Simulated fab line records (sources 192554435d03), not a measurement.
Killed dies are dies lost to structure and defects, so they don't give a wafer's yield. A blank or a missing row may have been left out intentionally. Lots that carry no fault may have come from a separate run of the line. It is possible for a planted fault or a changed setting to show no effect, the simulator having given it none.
Chamber matching | flow n5-finfet | rie-diel-01 running N5_BEOL_M2_ETCH_69: 4 sister chambers
The step etches SiARC in CF4, target depth 15.6 nm, time 26 s. 4 wafers are shown with their chamber, then 7 later ones without.

WAFERS WITH THEIR CHAMBER
wafer  | chamber | drypump-motor-current-A (A)
L085.3 | 1       | 5.6
L085.5 | 0       | 6.2
L086.2 | 3       | 5.4
L086.3 | 2       | 5.2

WAFERS WITHOUT THEIR CHAMBER
wafer  | drypump-motor-current-A (A)
L086.6 | 6.2
L089.1 | 5.7
L089.5 | 5.3
L089.6 | 5.3
L096.1 | 5.4
L096.4 | 5.2
L096.5 | 5.4

WHICH CHAMBER EACH WENT THROUGH
wafer  | from the rows above     | in truth
L086.6 | 0                       | 0
L089.1 | 1                       | 1
L089.5 | can't be placed: 2 or 3 | 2
L089.6 | can't be placed: 2 or 3 | 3
L096.1 | 3                       | 3
L096.4 | 2                       | 2
L096.5 | 3                       | 3
5 of 7 placed correctly. From these rows, 2 cannot be placed; in 2 the true chamber is one of the candidates. Placed wrongly: 0.
How it was worked out, from the rows above alone: a wafer's distance from a chamber is the root of the sum, over the readings, of the square of ((its reading less the chamber's mean) divided by the reading's scatter). If the next closest chamber is less than 2 further off than the closest, the wafer can't be placed; otherwise it belongs to the closest. For every chamber, the mean is computed from those of its wafers that are shown. The scatter (one wafer shown for each chamber): square how far every hidden wafer sits from the nearest shown wafer, average those squares and take the square root.
